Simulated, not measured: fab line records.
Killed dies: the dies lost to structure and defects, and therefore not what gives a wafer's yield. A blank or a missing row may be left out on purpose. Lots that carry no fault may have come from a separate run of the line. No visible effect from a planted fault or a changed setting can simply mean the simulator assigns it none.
Check for tools in common    flow nandHarc    Sample size 11 lots and 33 wafers

WHY THIS WAS OPENED
On 2 of the 11 lots, a flag is raised at NHARC_END_SORT_01 on the reading killedAtArray. No-fault wafers: 56, standard deviation 19.
Rule: a lot is flagged in two cases, either no wafer of it has a number, or all its wafers with numbers fall more than 4 standard deviations from that mean. The rest of the lots are taken to be sound.

lot   measured      on         killedAtArray, wafer by wafer  flag
L666  day 24 20:38  prober-02  49 40 44                       
L671  day 26 00:35  prober-01  43 49 45                       
L669  day 26 02:43  prober-02  57 43 45                       
L673  day 27 10:25  prober-02  76 79 79                       
L678  day 29 09:46  prober-01  24 23 15                       
L683  day 31 20:24  prober-01  450 377 446                    FLAGGED
L684  day 32 00:27  prober-02  456 373 462                    FLAGGED
L685  day 32 05:02  prober-01  88 96 75                       
L686  day 32 09:05  prober-02  32 37 37                       
L688  day 33 03:59  prober-01  45 45 50                       
L689  day 34 11:44  prober-02  70 73 84                       
On average the flagged lots' numbers are 427, which is +371 against the usual, or +20 standard deviations.

LOT BY LOT: THE TOOL USED
Before the reading, the record contains 4 process steps out of a 1302-step route. Cell contents, in order: the tool; ch with the chambers the sampled wafers went through; the start.
lot   flag     NHARC_A_STAIRCASE_DESCUM_186       NHARC_A_STAIRCASE_TRIM_193         NHARC_A_STAIRCASE_ETCH_199                    NHARC_A_STAIRCASE_TRIM_202
L666           rieDiel-12 ch 1,2,3, day 15 23:56  rieDiel-12 ch 0,1,3, day 16 01:19  rieDiel-02 ch 0,1,2, day 24 20:38 or earlier  rieDiel-02 ch 0,2, day 24 20:38 or earlier
L671           rieDiel-12 ch 2,3, day 17 11:20    rieDiel-12 ch 0,1, day 17 12:08    rieDiel-12 ch 1,2,3, day 26 00:35 or earlier  rieDiel-12 ch 1,2, day 26 00:35 or earlier
L669           rieDiel-04 ch 2,3, day 17 11:46    rieDiel-04 ch 0,3, day 17 12:35    rieDiel-04 ch 1,2, day 26 02:43 or earlier    rieDiel-04 ch 0,1,3, day 26 02:43 or earlier
L673           rieDiel-04 ch 2,3, day 18 19:14    rieDiel-04 ch 1,2,3, day 18 20:00  rieDiel-04 ch 2,3, day 27 10:25 or earlier    rieDiel-04 ch 0,2,3, day 27 10:25 or earlier
L678           rieDiel-12 ch 1,2, day 21 01:26    rieDiel-12 ch 2,3, day 21 02:12    rieDiel-12 ch 1,2, day 29 09:46 or earlier    rieDiel-12 ch 1,2, day 29 09:46 or earlier
L683  FLAGGED  rieDiel-04 ch 0,1, day 22 14:19    rieDiel-04 ch 0,1,3, day 22 15:07  rieDiel-04 ch 1,3, day 31 20:24 or earlier    rieDiel-04 ch 0,1,3, day 31 20:24 or earlier
L684  FLAGGED  rieDiel-04 ch 0,2, day 23 03:05    rieDiel-04 ch 0,3, day 23 03:55    rieDiel-04 ch 0,1,3, day 32 00:27 or earlier  rieDiel-04 ch 0,3, day 32 00:27 or earlier
L685           rieDiel-12 ch 1,2,3, day 23 07:01  rieDiel-12 ch 0,2,3, day 23 07:48  rieDiel-12 ch 0,1,2, day 32 05:02 or earlier  rieDiel-12 ch 0,2,3, day 32 05:02 or earlier
L686           rieDiel-12 ch 0,3, day 24 03:04    rieDiel-12 ch 1,2, day 24 03:51    rieDiel-12 ch 0,1,2, day 32 09:05 or earlier  rieDiel-12 ch 0,3, day 32 09:05 or earlier
L688           rieDiel-02 ch 1,2,3, day 24 20:23  rieDiel-02 ch 2,3, day 24 21:13    rieDiel-04 ch 2,3, day 33 03:59 or earlier    rieDiel-04 ch 0,3, day 33 03:59 or earlier
L689           rieDiel-12 ch 2,3, day 25 19:37    rieDiel-12 ch 0,1,2, day 25 21:15  rieDiel-04 ch 0,2,3, day 34 11:44 or earlier  rieDiel-04 ch 2,3, day 34 11:44 or earlier
These steps, and what they do:
- NHARC_A_STAIRCASE_DESCUM_186: chemistry O2, time 3 s.
- NHARC_A_STAIRCASE_TRIM_193: chemistry O2, time 211.2 s.
- NHARC_A_STAIRCASE_ETCH_199: etches the open film in C4F8/O2, target depth 100 nm, time 40.5 s.
- NHARC_A_STAIRCASE_TRIM_202: chemistry O2, time 211.2 s.
- NHARC_END_SORT_01

FLAGGED AGAINST TOTAL, ONE TOOL AT A TIME (gauges that did the reading follow at the end)
step                          tool        lots run  flagged  share of the flagged lots  sound lots run after its first flagged lot
NHARC_A_STAIRCASE_DESCUM_186  rieDiel-02  1         0        none                       -
NHARC_A_STAIRCASE_DESCUM_186  rieDiel-04  4         2        all                        0
NHARC_A_STAIRCASE_DESCUM_186  rieDiel-12  6         0        none                       -
NHARC_A_STAIRCASE_TRIM_193    rieDiel-02  1         0        none                       -
NHARC_A_STAIRCASE_TRIM_193    rieDiel-04  4         2        all                        0
NHARC_A_STAIRCASE_TRIM_193    rieDiel-12  6         0        none                       -
NHARC_A_STAIRCASE_ETCH_199    rieDiel-02  1         0        none                       -
NHARC_A_STAIRCASE_ETCH_199    rieDiel-04  6         2        all                        2 (L688,L689)
NHARC_A_STAIRCASE_ETCH_199    rieDiel-12  4         0        none                       -
NHARC_A_STAIRCASE_TRIM_202    rieDiel-02  1         0        none                       -
NHARC_A_STAIRCASE_TRIM_202    rieDiel-04  6         2        all                        2 (L688,L689)
NHARC_A_STAIRCASE_TRIM_202    rieDiel-12  4         0        none                       -
NHARC_END_SORT_01             prober-01   5         1        some                       2 (L685,L688)
NHARC_END_SORT_01             prober-02   6         1        some                       2 (L686,L689)
NHARC_A_STAIRCASE_ETCH_199: start missing for some lots; hours and lot order therefore follow NHARC_END_SORT_01. NHARC_A_STAIRCASE_TRIM_202: start missing for some lots; hours and lot order therefore follow NHARC_END_SORT_01.

WHAT IS ALLOWED BY THE TABLE
4 rows of the table ran every flagged lot: rieDiel-04 at NHARC_A_STAIRCASE_DESCUM_186, rieDiel-04 at NHARC_A_STAIRCASE_TRIM_193, rieDiel-04 at NHARC_A_STAIRCASE_ETCH_199, rieDiel-04 at NHARC_A_STAIRCASE_TRIM_202.
- rieDiel-04 at NHARC_A_STAIRCASE_DESCUM_186: 2 of its 4 lots flagged. A fault beginning between L673 (day 18 19:14), its last sound lot, and L683 (day 22 14:19), its first flagged one, fits the data.
- rieDiel-04 at NHARC_A_STAIRCASE_TRIM_193: 2 of its 4 lots flagged. A fault beginning between L673 (day 18 20:00), its last sound lot, and L683 (day 22 15:07), its first flagged one, fits the data. Its own readings lie more than 4 standard deviations out on every wafer of the flagged lots: oesProductAu.
- rieDiel-04 at NHARC_A_STAIRCASE_ETCH_199: 2 of its 6 lots flagged. Sound lots ran on it after the first flagged one (L688, L689), which a lasting fault on the whole tool wouldn't allow.
- rieDiel-04 at NHARC_A_STAIRCASE_TRIM_202: 2 of its 6 lots flagged. Sound lots ran on it after the first flagged one (L688, L689), which a lasting fault on the whole tool wouldn't allow.
One tool is left: rieDiel-04 at NHARC_A_STAIRCASE_DESCUM_186 and NHARC_A_STAIRCASE_TRIM_193.

WHAT THE SIMULATOR HAD INSERTED
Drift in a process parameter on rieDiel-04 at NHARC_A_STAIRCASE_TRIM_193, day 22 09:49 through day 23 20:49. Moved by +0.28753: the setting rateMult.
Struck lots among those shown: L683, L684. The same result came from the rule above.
